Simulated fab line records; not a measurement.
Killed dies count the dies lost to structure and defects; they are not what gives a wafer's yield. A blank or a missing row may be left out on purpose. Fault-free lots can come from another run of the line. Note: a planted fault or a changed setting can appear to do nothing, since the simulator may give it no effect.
fab line records | flow n5_finfet
[record] lots = 11 | wafers = 32 | last_day = 15
route steps=1938 shown BEOL_M12@1615
lots that met no fault: taken from a fault-free run of the same line
start_h: the number of hours between the record's first day and the start of the first shown wafer of the lot | wait_h: hours elapsed since this lot's preceding step | " identical to the entry in the row above | L1.1+2: one row covering several wafers at once | - no value, or no start was given | * or withheld: withheld | < > ~ a bound
route shown NAME@n: NAME is a module with steps in the file, n the number in the route of the first one | usual: average and standard deviation across the fault-free wafers | same: alike in all rows | chamber/n: place in a boat | sites: each site's reading | _std_site: the standard deviation of these | _edge_site: outer sites' mean less inner sites' | radius_mm: for every site, how far away it sits from the centre of the wafer | mask NAME#n: copy n | behind: the most recent tool/chamber to have shaped the wafer | hold: why the lot went on hold/how many hours it stayed there/how the hold came to an end | device: names the non-switching transistor (n, p or np) | end of line: tests run on the same wafers once the route is complete | a step with no rows: only its recipe | killed: at the first sort, the dies lost to defects and structure; wafer yield is something else | map: a wafer's dies, marking killed ones x, the rest . and places with no die _
set.NAME: the setting that was run; set.NAME@STEP: the one run at that earlier step | model.NAME: the simulator's own value behind a step, which no gauge read
steps of the route over a sample of lots; a table a step, a row a wafer
services: from which hour (start_h, from the record's first day; less than 0 if before it) a tool's chamber was out of use, for how many hours, and why
[[steps]]
[step N5_BEOL_M12_DESCUM_15]
[recipe] chemistry = O2 | time_s = 7.9 | source_power_w = 50 | bias_power_w = 20 | pressure_mtorr = 20 | rf_frequency_hz = 2.712e+07 | temp_c = 40 | o2_flow_sccm = 225
[usual] bias_power_w = 20.00/0.059 | drypump_motor_current_A = 5.7/0.5 | o2_flow_sccm = 225.0/0.63 | oes_product_au = 0.77/0.047 | rf_vpp_V = 243.1/1.2 | showerhead_plenum_p_Torr = 2.08/0.063 | throttle_valve_pct = 20.38/0.26
lot.wafer | tool        | chamber | start_h | wait_h | bias_power_w | drypump_motor_current_A | o2_flow_sccm | oes_product_au | rf_hours_counter_h | rf_vpp_V | showerhead_plenum_p_Torr | throttle_valve_pct
L670.2    | rie_diel-06 | 0       | 243.90  | 0.0    | 20.05        | 6.2                     | 223.7        | 0.83           | 59                 | 240.7    | 2.03                     | 20.47
L670.4    | "           | 1       | "       | "      | 20.04        | 4.8                     | 224.6        | 0.71           | 186                | 241.9    | 2.02                     | 20.77
L670.6    | "           | 1       | "       | "      | 20.07        | 4.8                     | 224.1        | 0.71           | -                  | 241.9    | 2.02                     | 20.76
L672.1    | rie_diel-03 | 0       | 247.57  | 0.0    | 20.06        | 5.4                     | 225.4        | 0.82           | 94                 | 245.9    | 2.21                     | 20.01
L672.2    | "           | 3       | "       | "      | 19.89        | 6.0                     | 224.0        | 0.75           | 156                | 242.2    | 2.08                     | 20.17
L672.5    | "           | 0       | "       | "      | 19.92        | 5.5                     | 225.3        | 0.82           | -                  | 245.4    | 2.21                     | 20.00
L671.2    | rie_diel-06 | 1       | 251.25  | 0.1    | 19.99        | 4.8                     | 224.4        | 0.71           | 189                | 241.1    | 2.02                     | 20.78
L671.3    | "           | 3       | "       | "      | 19.97        | 6.6                     | 224.6        | 0.76           | 114                | 244.1    | 2.11                     | 20.65
L671.5    | "           | 0       | "       | "      | 19.96        | 6.2                     | 225.3        | 0.83           | -                  | 242.5    | 2.03                     | 20.48
L674.3    | rie_diel-06 | 0       | 279.90  | 0.0    | 20.00        | 6.2                     | 225.5        | 0.82           | 70                 | 240.7    | 2.02                     | 20.48
L674.4    | "           | 3       | "       | "      | 19.91        | 6.6                     | 224.6        | 0.76           | 123                | 243.4    | 2.11                     | 20.68
L674.5    | "           | 3       | "       | "      | 19.95        | 6.6                     | 225.5        | 0.75           | -                  | 244.1    | 2.11                     | 20.66
L673.2    | rie_diel-02 | 0       | 280.38  | 0.0    | 20.00        | 5.4                     | 225.8        | 0.70           | 191                | 243.3    | 2.06                     | 20.54
L673.6    | "           | 2       | "       | "      | 20.01        | 5.1                     | 224.3        | 0.85           | -                  | 241.6    | 2.03                     | 20.67
L677.1    | rie_diel-03 | 3       | 285.59  | 0.0    | 19.97        | 6.0                     | 224.7        | 0.73           | 169                | 243.5    | 2.08                     | 20.19
L677.3    | "           | 0       | "       | "      | 20.00        | 5.5                     | 225.1        | 0.80           | 108                | 245.0    | 2.20                     | 20.02
L677.5    | "           | 2       | "       | "      | 19.90        | 5.6                     | 224.9        | 0.83           | -                  | 244.3    | 2.12                     | 20.07
L675.2    | rie_diel-03 | 2       | 286.92  | 0.0    | 19.97        | 5.6                     | 225.3        | 0.82           | 67                 | 243.1    | 2.12                     | 20.09
L675.5    | "           | 2       | "       | "      | 20.02        | 5.6                     | 225.7        | 0.82           | -                  | 244.3    | 2.12                     | 20.07
L675.6    | "           | 1       | "       | "      | 19.97        | 6.1                     | 225.4        | 0.83           | -                  | 244.7    | 2.13                     | 20.23
L676.2    | rie_diel-03 | 0       | 293.53  | 0.0    | 20.02        | 5.5                     | 225.9        | 0.79           | 111                | 244.4    | 2.20                     | 20.05
L676.4    | "           | 3       | "       | "      | 19.89        | 6.0                     | 223.9        | 0.73           | 171                | 243.4    | 2.08                     | 20.19
L676.5    | "           | 1       | "       | "      | 19.98        | 6.1                     | 225.5        | 0.84           | -                  | 244.8    | 2.12                     | 20.24
L681.3    | rie_diel-03 | 1       | 315.53  | 0.0    | 20.11        | 6.1                     | 224.7        | 0.82           | 89                 | 244.6    | 2.12                     | 20.26
L681.4    | "           | 0       | "       | "      | 20.05        | 5.5                     | 225.7        | 0.78           | 120                | 245.6    | 2.20                     | 20.04
L681.5    | "           | 0       | "       | "      | 20.01        | 5.5                     | 225.7        | 0.79           | -                  | 243.4    | 2.20                     | 20.05
L679.2    | rie_diel-06 | 2       | 316.70  | 0.0    | 20.00        | 5.4                     | 224.7        | 0.77           | 141                | 241.0    | 2.00                     | 20.41
L679.4    | "           | 0       | "       | "      | 20.00        | 6.2                     | 226.4        | 0.81           | 82                 | 242.1    | 2.02                     | 20.50
L679.6    | "           | 3       | "       | "      | 20.04        | 6.6                     | 224.9        | 0.76           | -                  | 244.1    | 2.11                     | 20.69
L683.2    | rie_diel-02 | 0       | 321.61  | 0.0    | 19.93        | 5.4                     | 224.7        | 0.69           | 204                | 243.4    | 2.06                     | 20.56
L683.4    | "           | 2       | "       | "      | 19.98        | 5.1                     | 225.9        | 0.82           | 79                 | 242.1    | 2.03                     | 20.69
L683.5    | "           | 3       | "       | "      | 19.98        | 5.4                     | 224.7        | 0.73           | -                  | 244.6    | 2.18                     | 20.68
[step N5_BEOL_M12_CD_MEAS_28]
[recipe] target_cd_nm = 160.2 | landing_energy_ev = 500 | detector = se_inlens | polarity = opening
[usual] cd_nm = 159.9/1.4
lot.wafer | tool      | chamber | start_h | wait_h | cd_nm
L670.2    | cd_sem-03 | 0       | 244.85  | -      | 159.9
L670.4    | "         | 0       | "       | "      | 158.1
L670.6    | "         | 0       | "       | "      | 159.5
L672.1    | cd_sem-01 | 0       | 248.51  | -      | 158.7
L672.2    | "         | 0       | "       | "      | 157.7
L672.5    | "         | 0       | "       | "      | 158.0
L671.2    | cd_sem-03 | 0       | 252.90  | -      | 158.2
L671.3    | "         | 0       | "       | "      | 159.3
L671.5    | "         | 0       | "       | "      | 161.1
L674.3    | cd_sem-01 | 0       | 280.73  | -      | 160.5
L674.4    | "         | 0       | "       | "      | 161.1
L674.5    | "         | 0       | "       | "      | 160.0
L673.2    | cd_sem-03 | 0       | 281.33  | -      | 160.7
L673.6    | "         | 0       | "       | "      | 160.7
L677.1    | cd_sem-02 | 0       | 286.47  | -      | 155.8
L677.3    | "         | 0       | "       | "      | 156.4
L677.5    | "         | 0       | "       | "      | 159.2
L675.2    | cd_sem-03 | 0       | 287.74  | -      | 158.9
L675.5    | "         | 0       | "       | "      | 161.2
L675.6    | "         | 0       | "       | "      | 160.7
L676.2    | cd_sem-02 | 0       | 294.47  | -      | 159.8
L676.4    | "         | 0       | "       | "      | 159.4
L676.5    | "         | 0       | "       | "      | 159.3
L681.3    | cd_sem-01 | 0       | 316.48  | -      | 162.9
L681.4    | "         | 0       | "       | "      | 161.6
L681.5    | "         | 0       | "       | "      | 161.7
L679.2    | cd_sem-01 | 0       | 317.65  | -      | 161.4
L679.4    | "         | 0       | "       | "      | 158.8
L679.6    | "         | 0       | "       | "      | 160.8
L683.2    | cd_sem-02 | 0       | 322.55  | -      | 161.6
L683.4    | "         | 0       | "       | "      | 161.1
L683.5    | "         | 0       | "       | "      | 161.2
[step N5_BEOL_M12_SPUTTER_43]
[recipe] material = TaN | target_thk_a = 150 | temp_c = 50 | bias_v = 168.6 | power_w = 15000 | chamber_pressure_pa = 0.12 | time_s = 24.19
[usual] throttle_valve_pct = 29.6/1.2
lot.wafer | tool           | chamber | start_h | wait_h | throttle_valve_pct
L670.2    | pvd_sputter-01 | -       | 246.55  | 0.0    | 28.5
L670.4    | "              | -       | "       | "      | 28.1
L670.6    | "              | -       | "       | "      | 27.9
L672.1    | pvd_sputter-02 | -       | 250.41  | 0.0    | 30.9
L672.2    | "              | -       | "       | "      | 29.0
L672.5    | "              | -       | "       | "      | 29.1
L671.2    | pvd_sputter-01 | -       | 259.04  | 0.0    | 30.7
L671.3    | "              | -       | "       | "      | 27.7
L671.5    | "              | -       | "       | "      | 28.2
L674.3    | pvd_sputter-02 | -       | 281.85  | 0.0    | 31.3
L674.4    | "              | -       | "       | "      | 31.0
L674.5    | "              | -       | "       | "      | 29.1
L673.2    | pvd_sputter-01 | -       | 284.60  | 0.0    | 30.0
L673.6    | "              | -       | "       | "      | 31.0
L677.1    | pvd_sputter-01 | -       | 287.91  | 0.0    | 31.1
L677.3    | "              | -       | "       | "      | 28.3
L677.5    | "              | -       | "       | "      | 28.4
L675.2    | pvd_sputter-03 | -       | 293.04  | 0.0    | 31.0
L675.5    | "              | -       | "       | "      | 31.1
L675.6    | "              | -       | "       | "      | 30.2
L676.2    | pvd_sputter-01 | -       | 299.76  | 0.0    | 31.0
L676.4    | "              | -       | "       | "      | 28.5
L676.5    | "              | -       | "       | "      | 31.4
L681.3    | pvd_sputter-01 | -       | 318.84  | 0.0    | 28.4
L681.4    | "              | -       | "       | "      | 28.3
L681.5    | "              | -       | "       | "      | 28.4
L679.2    | pvd_sputter-01 | -       | 319.36  | 0.0    | 31.1
L679.4    | "              | -       | "       | "      | 28.4
L679.6    | "              | -       | "       | "      | 28.4
L683.2    | pvd_sputter-01 | -       | 325.81  | 0.0    | 27.9
L683.4    | "              | -       | "       | "      | 29.5
L683.5    | "              | -       | "       | "      | 30.8
[step N5_BEOL_M12_CMP_49]
[recipe] stop_on = SiOC | t_overpolish_s = 20.6 | down_force_psi = 1 | platen_rpm = 50 | clearing_platen_down_force_psi = 1.5 | clearing_platen_rpm = 50 | post_cmp_clean = cu_alkaline | target_thk_nm = 320 | clearing_platen_pad_velocity_m_s = 0.99484 | pad_velocity_m_s = 0.99484
[usual] barrier_field_endpoint_s = 30.1/0.73 | motor_current_A = 6.2/0.93 | retaining_ring_pressure_frac = 0.999/0.005
lot.wafer | tool   | chamber | start_h | wait_h | barrier_field_endpoint_s | motor_current_A | retaining_ring_pressure_frac
L670.2    | cmp-01 | 3       | 248.20  | 0.3    | 30.1                     | 6.7             | 1.006
L670.4    | "      | 0       | "       | "      | 29.2                     | 6.4             | 0.999
L670.6    | "      | 2       | "       | "      | 29.8                     | 7.7             | 0.998
L672.2    | cmp-04 | 0       | 251.21  | 0.3    | 29.4                     | 5.7             | 1.006
L672.1    | "      | 1       | "       | "      | 31.0                     | 5.1             | 0.992
L672.5    | "      | 2       | "       | "      | 31.2                     | 5.3             | 0.995
L671.2    | cmp-01 | 2       | 259.83  | 0.3    | 30.0                     | 7.6             | 1.009
L671.3    | "      | 3       | "       | "      | 28.8                     | 6.0             | 1.000
L671.5    | "      | 1       | "       | "      | 29.7                     | 7.4             | 1.005
L674.3    | cmp-03 | 0       | 282.57  | 0.2    | 30.6                     | 5.5             | 1.000
L674.4    | "      | 3       | "       | "      | 30.9                     | 6.3             | 1.000
L674.5    | "      | 1       | "       | "      | 30.7                     | 6.3             | 1.000
L673.2    | cmp-04 | 3       | 285.37  | 0.2    | 29.7                     | 6.5             | 0.999
L673.6    | "      | 3       | "       | "      | 28.9                     | 6.3             | 0.995
L677.1    | cmp-03 | 3       | 288.66  | 0.3    | 30.4                     | 6.4             | 1.009
L677.3    | "      | 1       | "       | "      | 31.0                     | 6.0             | 0.994
L677.5    | "      | 3       | "       | "      | 29.6                     | 6.5             | 1.007
L675.2    | cmp-01 | 2       | 293.88  | 0.3    | 29.4                     | 8.2             | 1.008
L675.5    | "      | 3       | "       | "      | 30.3                     | 6.2             | 0.996
L675.6    | "      | 0       | "       | "      | 29.2                     | 6.6             | 0.994
L676.2    | cmp-04 | 2       | 300.48  | 0.2    | 31.3                     | 5.4             | 1.007
L676.4    | "      | 0       | "       | "      | 29.5                     | 5.4             | 1.004
L676.5    | "      | 2       | "       | "      | 31.0                     | 5.0             | 1.012
L681.4    | cmp-01 | 2       | 319.56  | 0.1    | 30.2                     | 7.7             | 1.005
L681.3    | "      | 3       | "       | "      | 29.9                     | 6.3             | 1.005
L681.5    | "      | 3       | "       | "      | 29.6                     | 6.5             | 0.998
L679.2    | cmp-01 | 3       | 320.13  | 0.3    | 30.9                     | 6.2             | 1.003
L679.4    | "      | 1       | "       | "      | 40.7                     | 7.6             | 0.996
L679.6    | "      | 3       | "       | "      | 40.2                     | 6.6             | 0.993
L683.4    | cmp-01 | 0       | 326.68  | 0.2    | 39.8                     | 6.5             | 1.003
L683.2    | "      | 1       | "       | "      | 29.8                     | 7.5             | 0.995
L683.5    | "      | 0       | "       | "      | 38.8                     | 6.5             | 1.004
[step N5_BEOL_M12_RS_MEAS_54]
[recipe] thk_meas_gauge = four-point-probe | reads = Cu_of_BEOL_M12_ECD_47+Ta_of_BEOL_M12_SPUTTER_44+TaN_of_BEOL_M12_SPUTTER_43
[usual] M12_RS = 0.0606/0.00093
lot.wafer | tool          | chamber | start_h | wait_h | M12_RS[ohm/sq]
L670.2    | film_metro-02 | -       | 248.58  | 0.0    | 0.0617
L670.4    | "             | -       | "       | "      | 0.0595
L670.6    | "             | -       | "       | "      | 0.0607
L672.1    | film_metro-01 | -       | 251.55  | 0.0    | 0.0603
L672.2    | "             | -       | "       | "      | 0.0625
L672.5    | "             | -       | "       | "      | 0.0601
L671.2    | film_metro-02 | -       | 260.18  | 0.0    | 0.0605
L671.3    | "             | -       | "       | "      | 0.0591
L671.5    | "             | -       | "       | "      | 0.0606
L674.3    | film_metro-01 | -       | 282.99  | 0.0    | 0.0594
L674.4    | "             | -       | "       | "      | 0.0597
L674.5    | "             | -       | "       | "      | 0.0606
L673.2    | film_metro-02 | -       | 285.75  | 0.0    | 0.0606
L673.6    | "             | -       | "       | "      | 0.0594
L677.1    | film_metro-01 | -       | 289.04  | 0.0    | 0.0601
L677.3    | "             | -       | "       | "      | 0.0606
L677.5    | "             | -       | "       | "      | 0.0597
L675.2    | film_metro-02 | -       | 294.18  | 0.0    | 0.0621
L675.5    | "             | -       | "       | "      | 0.0597
L675.6    | "             | -       | "       | "      | 0.0605
L676.2    | film_metro-02 | -       | 300.90  | 0.0    | 0.0599
L676.4    | "             | -       | "       | "      | 0.0601
L676.5    | "             | -       | "       | "      | 0.0596
L681.3    | film_metro-02 | -       | 319.98  | 0.0    | 0.0589
L681.4    | "             | -       | "       | "      | 0.0616
L681.5    | "             | -       | "       | "      | 0.0585
L679.2    | film_metro-01 | -       | 320.51  | 0.0    | 0.0611
L679.4    | "             | -       | "       | "      | 0.0619
L679.6    | "             | -       | "       | "      | 0.0625
L683.2    | film_metro-01 | -       | 327.06  | 0.0    | 0.0619
L683.4    | "             | -       | "       | "      | 0.0631
L683.5    | "             | -       | "       | "      | 0.0629
[[services]]
tool           | chamber | start_h | hours | kind
cmp-03         | -       | 227.05  | 4.2   | repair
rie_diel-06    | 3       | 237.05  | 5.0   | repair
pvd_sputter-02 | -       | 288.76  | 8.9   | repair
cmp-04         | -       | 289.99  | 2.2   | pm
cmp-04         | -       | 295.23  | 1.3   | repair
cmp-03         | -       | 297.84  | 1.4   | repair
cmp-01         | -       | 302.21  | 1.4   | repair
rie_diel-03    | 3       | 307.60  | 7.1   | repair
pvd_sputter-01 | -       | 326.48  | 1.0   | repair
[[key]]
[first_sign] step = N5_BEOL_M12_CMP_49 | reading = barrier_field_endpoint_s | direction = up | sigmas = 13 | usual = 30.1 | struck = 39.9
[effect] step = N5_BEOL_M12_RS_MEAS_54 | reading = M12_RS | direction = up | sigmas = 2.1 | usual = 0.0606 | struck = 0.0626
met_at N5_BEOL_M12_SPUTTER_43
struck_lots L679,L683
struck_wafers L679.4,L679.6,L683.4,L683.5
not_acting_at N5_BEOL_M12_DESCUM_15,N5_BEOL_M12_CD_MEAS_28,N5_BEOL_M12_RS_MEAS_54
onset_between 318.84 319.36
[fault] kind = process_parameter_drift | tool = pvd_sputter-01 | chamber = - | onset_h = 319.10 | steps = N5_BEOL_M12_SPUTTER_43 | channel = time_s | offset = * | shape = step | end_h = 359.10 | scope = struck_wafers_only | acts_in = * | stated = *
